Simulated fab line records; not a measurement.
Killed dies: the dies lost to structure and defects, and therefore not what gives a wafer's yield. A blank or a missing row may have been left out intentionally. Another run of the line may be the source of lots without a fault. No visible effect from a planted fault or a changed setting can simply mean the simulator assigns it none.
Matching of chambers + flow nand_harc + 4 sister chambers for NHARC_A_STAIRCASE_DESCUM_186 on rie_diel-05
The step chemistry O2, time 3 s. 24 wafers are shown with their chamber, then 12 later ones without.

== EACH WAFER AND ITS CHAMBER ==
| wafer  | chamber | drypump_motor_current_A (A) | showerhead_plenum_p_Torr (Torr) | oes_product_au (a.u.) |
|--------|---------|-----------------------------|---------------------------------|-----------------------|
| L075.3 | 0       | 6.1                         | 1.92                            | 1.005                 |
| L075.4 | 3       | 4.8                         | 1.84                            | 1.001                 |
| L075.5 | 1       | 4.7                         | 1.97                            | 1.003                 |
| L074.1 | 0       | 6.1                         | 1.91                            | 1.005                 |
| L074.2 | 2       | 6.2                         | 1.88                            | 0.993                 |
| L074.5 | 0       | 6.1                         | 1.91                            | 1.015                 |
| L074.3 | 1       | 4.7                         | 1.96                            | 1.005                 |
| L074.4 | 3       | 4.9                         | 1.83                            | 1.005                 |
| L074.6 | 1       | 4.8                         | 1.96                            | 1.016                 |
| L077.1 | 2       | 6.2                         | 1.88                            | 0.992                 |
| L077.4 | 3       | 4.9                         | 1.83                            | 0.993                 |
| L077.6 | 1       | 4.8                         | 1.96                            | 1.016                 |
| L076.1 | 1       | 4.8                         | 1.96                            | 0.995                 |
| L076.2 | 0       | 6.1                         | 1.91                            | 1.005                 |
| L076.4 | 2       | 6.2                         | 1.88                            | 0.996                 |
| L082.1 | 2       | 6.2                         | 1.88                            | 0.994                 |
| L082.2 | 1       | 4.8                         | 1.96                            | 0.993                 |
| L082.4 | 3       | 4.9                         | 1.83                            | 0.987                 |
| L086.3 | 2       | 6.2                         | 1.87                            | 0.988                 |
| L086.5 | 1       | 4.8                         | 1.95                            | 1.005                 |
| L086.6 | 2       | 6.3                         | 1.87                            | 0.989                 |
| L091.3 | 0       | 6.1                         | 1.90                            | 1.005                 |
| L091.5 | 3       | 4.9                         | 1.82                            | 1.000                 |
| L091.6 | 2       | 6.2                         | 1.87                            | 0.987                 |

SIGNATURES (averages over the wafers above)
| reading                  | chamber 0 | chamber 1 | chamber 2 | chamber 3 | scatter within a chamber |
|--------------------------|-----------|-----------|-----------|-----------|--------------------------|
| drypump_motor_current_A  | 6.100     | 4.771     | 6.214     | 4.880     | 0.0393                   |
| showerhead_plenum_p_Torr | 1.9100    | 1.9600    | 1.8757    | 1.8300    | 0.00621                  |
| oes_product_au           | 1.00700   | 1.00471   | 0.99129   | 0.99720   | 0.00649                  |
Rule: distance of a wafer from a chamber = root of the sum over the readings of ((wafer's reading minus chamber's mean) / reading's scatter) squared. The wafer belongs to the nearest chamber; if the next one is less than 2 further off, it can't be placed. The scatter: take each reading less its chamber's mean, square it, sum over the shown wafers, divide by the number of wafers less the number of chambers, and take the root.

== WAFERS WHOSE CHAMBER IS MISSING ==
| wafer  | drypump_motor_current_A (A) | showerhead_plenum_p_Torr (Torr) | oes_product_au (a.u.) |
|--------|-----------------------------|---------------------------------|-----------------------|
| L092.1 | 4.8                         | 1.95                            | 1.002                 |
| L092.3 | 6.1                         | 1.90                            | 1.006                 |
| L092.6 | 6.1                         | 1.90                            | 1.003                 |
| L095.2 | 6.1                         | 1.89                            | 0.994                 |
| L095.3 | 4.9                         | 1.82                            | 0.999                 |
| L095.4 | 6.2                         | 1.86                            | 0.996                 |
| L095.1 | 4.8                         | 1.94                            | 0.988                 |
| L095.5 | 4.8                         | 1.82                            | 0.986                 |
| L095.6 | 6.1                         | 1.89                            | 1.001                 |
| L096.1 | 6.3                         | 1.86                            | 0.988                 |
| L096.2 | 4.9                         | 1.81                            | 0.994                 |
| L096.3 | 6.1                         | 1.89                            | 0.995                 |

== THE CHAMBER EACH PASSED THROUGH ==
| wafer  | from the rows above     | in truth |
|--------|-------------------------|----------|
| L092.1 | 1                       | 1        |
| L092.3 | 0                       | 0        |
| L092.6 | 0                       | 0        |
| L095.2 | can't be placed: 2 or 0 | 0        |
| L095.3 | 3                       | 3        |
| L095.4 | 2                       | 2        |
| L095.1 | 1                       | 1        |
| L095.5 | 3                       | 3        |
| L095.6 | can't be placed: 0 or 2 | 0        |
| L096.1 | 2                       | 2        |
| L096.2 | 3                       | 3        |
| L096.3 | can't be placed: 0 or 2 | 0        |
Correct placement for 9 of the 12. Can't be placed from these rows: 3 (the true chamber is among the candidates in 3). 0 placed wrongly.
